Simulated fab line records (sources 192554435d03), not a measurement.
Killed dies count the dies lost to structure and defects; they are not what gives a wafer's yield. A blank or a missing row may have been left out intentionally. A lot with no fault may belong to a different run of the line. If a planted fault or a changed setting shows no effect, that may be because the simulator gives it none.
Which tool did it? / flow n5 finfet / 9 lots, 27 wafers sampled, at 4 steps of a route of 1938

== WHAT EACH GAUGE READ, for each wafer ==
N5_PMOS_HMC_CHANNEL_EPI_THK_MEAS_22.
lot=L693; measured=day 1 22:02; on=film metro-02; HMC_CMP_THK (nm)=54.6 54.3 53.7
lot=L694; measured=day 2 03:41; on=film metro-02; HMC_CMP_THK (nm)=54.0 53.8 55.0
lot=L696; measured=day 2 14:44; on=film metro-01; HMC_CMP_THK (nm)=53.9 53.3 54.1
lot=L701; measured=day 3 20:14; on=film metro-02; HMC_CMP_THK (nm)=53.8 53.7 53.3
lot=L703; measured=day 4 08:30; on=film metro-01; HMC_CMP_THK (nm)=49.3 49.1 50.5
lot=L707; measured=day 5 08:26; on=film metro-02; HMC_CMP_THK (nm)=48.1 49.0 48.6
lot=L711; measured=day 6 08:14; on=film metro-02; HMC_CMP_THK (nm)=54.4 53.7 54.0
lot=L713; measured=day 6 20:46; on=film metro-01; HMC_CMP_THK (nm)=54.7 53.8 54.4
lot=L714; measured=day 7 03:08; on=film metro-02; HMC_CMP_THK (nm)=53.8 54.2 53.9

== WHICH TOOL RAN EACH LOT (tool, then ch and the chambers of the sampled wafers, then the start) ==
lot=L693; N5_WELL_APT_RTA_34=rtp anneal-01 ch 0, day 1 18:17; N5_PMOS_HMC_CHANNEL_EPI_FIN_RECESS_16=rie si-06 ch 0,3, day 1 20:11; N5_PMOS_HMC_CHANNEL_EPI_EPI_20=epi rpcvd-04 ch 0, day 1 20:47
lot=L694; N5_WELL_APT_RTA_34=rtp anneal-02 ch 0, day 1 23:55; N5_PMOS_HMC_CHANNEL_EPI_FIN_RECESS_16=rie si-06 ch 0,1,3, day 2 01:52; N5_PMOS_HMC_CHANNEL_EPI_EPI_20=epi rpcvd-04 ch 0, day 2 02:02
lot=L696; N5_WELL_APT_RTA_34=rtp anneal-01 ch 0, day 2 10:51; N5_PMOS_HMC_CHANNEL_EPI_FIN_RECESS_16=rie si-06 ch 0,1, day 2 12:56; N5_PMOS_HMC_CHANNEL_EPI_EPI_20=epi rpcvd-04 ch 0, day 2 13:06
lot=L701; N5_WELL_APT_RTA_34=rtp anneal-01 ch 0, day 3 15:58; N5_PMOS_HMC_CHANNEL_EPI_FIN_RECESS_16=rie si-06 ch 0,3, day 3 18:02; N5_PMOS_HMC_CHANNEL_EPI_EPI_20=epi rpcvd-04 ch 0, day 3 18:13
lot=L703; N5_WELL_APT_RTA_34=rtp anneal-02 ch 0, day 4 03:56; N5_PMOS_HMC_CHANNEL_EPI_FIN_RECESS_16=rie si-05 ch 0,2, day 4 06:18; N5_PMOS_HMC_CHANNEL_EPI_EPI_20=epi rpcvd-04 ch 0, day 4 06:44
lot=L707; N5_WELL_APT_RTA_34=rtp anneal-02 ch 0, day 5 03:53; N5_PMOS_HMC_CHANNEL_EPI_FIN_RECESS_16=rie si-02 ch 0,2,3, day 5 06:13; N5_PMOS_HMC_CHANNEL_EPI_EPI_20=epi rpcvd-04 ch 0, day 5 06:23
lot=L711; N5_WELL_APT_RTA_34=rtp anneal-02 ch 0, day 6 03:47; N5_PMOS_HMC_CHANNEL_EPI_FIN_RECESS_16=rie si-06 ch 0,1,2, day 6 05:30; N5_PMOS_HMC_CHANNEL_EPI_EPI_20=epi rpcvd-01 ch 0, day 6 06:02
lot=L713; N5_WELL_APT_RTA_34=rtp anneal-01 ch 0, day 6 16:57; N5_PMOS_HMC_CHANNEL_EPI_FIN_RECESS_16=rie si-06 ch 0,1,3, day 6 18:55; N5_PMOS_HMC_CHANNEL_EPI_EPI_20=epi rpcvd-03 ch 0, day 6 19:09
lot=L714; N5_WELL_APT_RTA_34=rtp anneal-02 ch 0, day 6 22:02; N5_PMOS_HMC_CHANNEL_EPI_FIN_RECESS_16=rie si-06 ch 0,2,3, day 7 01:20; N5_PMOS_HMC_CHANNEL_EPI_EPI_20=epi rpcvd-03 ch 0, day 7 01:42
- N5_WELL_APT_RTA_34: time 10 s.
- N5_PMOS_HMC_CHANNEL_EPI_FIN_RECESS_16: chemistry HBr/Cl2, target Si, target depth 54 nm, time 18 s.
- N5_PMOS_HMC_CHANNEL_EPI_EPI_20: deposits SiGe30, target thk 59 nm.

== THE ANSWER, worked out from the rows above alone ==
Rule: the lots themselves supply what counts as usual. Put in order of their means at a reading, lots are off if they are a third of the lots or fewer, leave a main group of 4 or more, and stand apart from it by a gap of 3 or more times the standard deviation of the main group's means; of several such gaps the widest counts. If all means in a main group match to the digits the tables above print for the reading, that group is not used. A lot without any number at a reading at which 4 lots or more have one is off too. Any other lot the step has rows for is counted as sound.
Off: L703, L707, seen at N5_PMOS_HMC_CHANNEL_EPI_THK_MEAS_22 (HMC_CMP_THK). The main group: mean 54.0 nm, standard deviation 0.24.
A tool fits if, at a process step before that reading, it ran every lot that is off, and no sound lot after the first of them. The gauges at N5_PMOS_HMC_CHANNEL_EPI_THK_MEAS_22 are tried like those tools. One fits: epi rpcvd-04 at N5_PMOS_HMC_CHANNEL_EPI_EPI_20. Its last sound lot is L701 (day 3 18:13), its first lot that is off L703 (day 4 06:44): a fault that began between those two fits.

== WHAT THE SIMULATOR HAD PUT IN ==
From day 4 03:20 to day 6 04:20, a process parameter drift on epi rpcvd-04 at N5_PMOS_HMC_CHANNEL_EPI_EPI_20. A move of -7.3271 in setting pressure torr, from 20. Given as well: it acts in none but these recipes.
Lots struck among those shown: L703, L707. The rule above reached the same finding.
